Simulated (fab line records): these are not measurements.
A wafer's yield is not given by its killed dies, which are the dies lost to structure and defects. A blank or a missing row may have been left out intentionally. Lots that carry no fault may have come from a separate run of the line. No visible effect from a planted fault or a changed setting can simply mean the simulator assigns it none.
Comparing a struck lot with a sound one ; flow n5Finfet ; 27 out of 1938 route steps
Sound: these wafers, L159.2, L159.3, L159.5. Struck: wafers L165.1, L165.5 (left out: L165.6, a lot-mate that was not struck); the cause follows at the end.
At each step with rows: each side's tool, then ch and its chambers, then its first start. Under that, the readings that differ: sound wafers ; struck wafers ; difference of the means ; sigmas: that difference in standard deviations of wafers without a fault.
alike: words and numbers the same on both sides, and readings whose means are apart by under 2 such deviations; not compared: readings that were withheld, readings missing a value for some wafer, numbers with overlapping values and no deviation given by the record, and bounds like >300 which may hide the same value.
Wherever a step has rows on one side only, a row that says differs or no value, or a row with sigmas, the two part there. Non-overlapping numbers with no deviation appear without sigmas and do not part them. Lack of a reading on every wafer of one side parts them only where that side has two or more wafers.

first, 3 steps without rows for these wafers: N5_STI_FIN_REVEAL_ALD_14 (deposits Si3N4, target thk 3 nm); N5_STI_FIN_REVEAL_FCVD_FILL_01 (material SiO2 flowable, target thk 312 nm, time 512.2 s); N5_STI_FIN_REVEAL_DENSIFY_02 (time 1800 s).
N5_STI_FIN_REVEAL_CMP_04: polishes, stops on Si3N4, t overpolish 4 s, target thk 131.83 nm.
  sound on cmp-02 ch 1,3, day 4 23:49; struck on cmp-04 ch 1,2, day 6 10:29
reading;sound;struck;difference;sigmas
timeToEndpointS (s);115 115 115;103 103;-12;-2
  alike: motorCurrentA, overpolishRunS
N5_STI_FIN_REVEAL_THK_MEAS_05:
  sound on filmMetro-01 at day 5 00:05; struck on filmMetro-01 at day 6 10:43
  alike: thkNm
N5_STI_FIN_REVEAL_DENSIFY_30:
  sound on rtpAnneal-02 ch 0, day 5 00:10; struck on rtpAnneal-01 ch 0, day 6 10:44
  alike: lampPowerPct, lamp_zone_1_pct, lamp_zone_5_pct
  not compared: wafer_temp_C_max
then, 1 step without rows for these wafers: N5_STI_FIN_REVEAL_ETCHBACK_08 (etches SiO2 in C4F6/O2, target depth 30.5 nm, time 10.167 s).
N5_STI_FIN_REVEAL_STRIP_24: strips in N2/H2, time 90 s.
  sound on rieDiel-06 ch 1,3, day 5 00:23; struck on rieDiel-04 ch 2,3, day 6 11:10
  alike: drypumpMotorCurrentA, oesProductAu, rfVppV, showerheadPlenumPTorr, tempC, throttleValvePct
  not compared: rfHoursCounterH
then, 4 steps without rows for these wafers: N5_STI_FIN_REVEAL_PRECLEAN_25 (cleans in SPM, time 90 s); N5_STI_FIN_REVEAL_PRECLEAN_26 (cleans in SC1, time 45 s); N5_STI_FIN_REVEAL_PRECLEAN_29 (cleans in DHF, time 30 s); N5_STI_FIN_REVEAL_SRD_12 (time 30 s).
N5_STI_FIN_REVEAL_RECESS_09: chemistry HF/NH3, target SiO2, afs cycles 11, target depth 42.5 nm, sublimation time 60 s.
  sound on vaporEtch-02 ch 0,1, day 5 00:37; struck on vaporEtch-02 ch 0, day 6 11:23
  alike: drypumpMotorCurrentA, tempC
then, 3 steps without rows for these wafers: N5_STI_FIN_REVEAL_STRIP_16 (strips SiNx in H3PO4, target depth 23.8 nm); N5_STI_FIN_REVEAL_PRECLEAN_17 (cleans in NF3:NH3, afs cycles 1, time 20 s, sublimation time 60 s); N5_STI_FIN_REVEAL_ETCH_34 (etches Si in H2, material Si, target depth 0.97 nm).
N5_STI_FIN_REVEAL_OXIDATION_31: chemistry O2 PLASMA REMOTE, time 20 s.
  sound on plasmaAsher-02 ch 0,1, day 5 02:46; struck on plasmaAsher-02 ch 0, day 6 13:32
  alike: drypumpMotorCurrentA, heaterPowerW, tempC
  not compared: rfHoursCounterH
then, 3 steps without rows for these wafers: N5_STI_FIN_REVEAL_PRECLEAN_32 (cleans in NF3:NH3, afs cycles 1, time 20 s, sublimation time 60 s); N5_STI_FIN_REVEAL_STRIP_35 (strips Si3N4 in H3PO4, target depth 4 nm, time 39 s); N5_STI_FIN_REVEAL_SRD_21 (time 30 s).
N5_STI_FIN_REVEAL_OXIDATION_33: chemistry O2 PLASMA REMOTE, time 20 s.
  sound on plasmaAsher-01 ch 0,1, day 5 03:07; struck on plasmaAsher-02 ch 0,1, day 6 13:53
  alike: drypumpMotorCurrentA, heaterPowerW, tempC
  not compared: rfHoursCounterH
then, 2 steps without rows for these wafers: N5_STI_FIN_REVEAL_CLEAN_19 (cleans in O3/DIW, time 120 s); N5_STI_FIN_REVEAL_SRD_23 (time 30 s).
N5_STI_FIN_REVEAL_CD_MEAS_22: target cd 6.238 nm, pitch 28 nm.
  sound on cdSem-02 at day 5 03:17; struck on cdSem-03 at day 6 14:03
  alike: cdNm
N5_STI_FIN_REVEAL_FIN_H_MEAS_10:
  sound on ocd-01 at day 5 03:19; struck on ocd-02 at day 6 14:05
reading;sound;struck;difference;sigmas
trenchDepthNm (nm);51.8 51.9 52.0;54.5 53.8;+2.2;+3
then, 2 steps without rows for these wafers: N5_STI_FIN_REVEAL_PRECLEAN_18 (cleans in SC2, time 45 s); N5_PASSIVATION_PROBE_49.

WHERE THEY PART
Earliest at N5_STI_FIN_REVEAL_CMP_04; latest, in this record, at N5_STI_FIN_REVEAL_FIN_H_MEAS_10.

WHY: what had been put in by the simulator
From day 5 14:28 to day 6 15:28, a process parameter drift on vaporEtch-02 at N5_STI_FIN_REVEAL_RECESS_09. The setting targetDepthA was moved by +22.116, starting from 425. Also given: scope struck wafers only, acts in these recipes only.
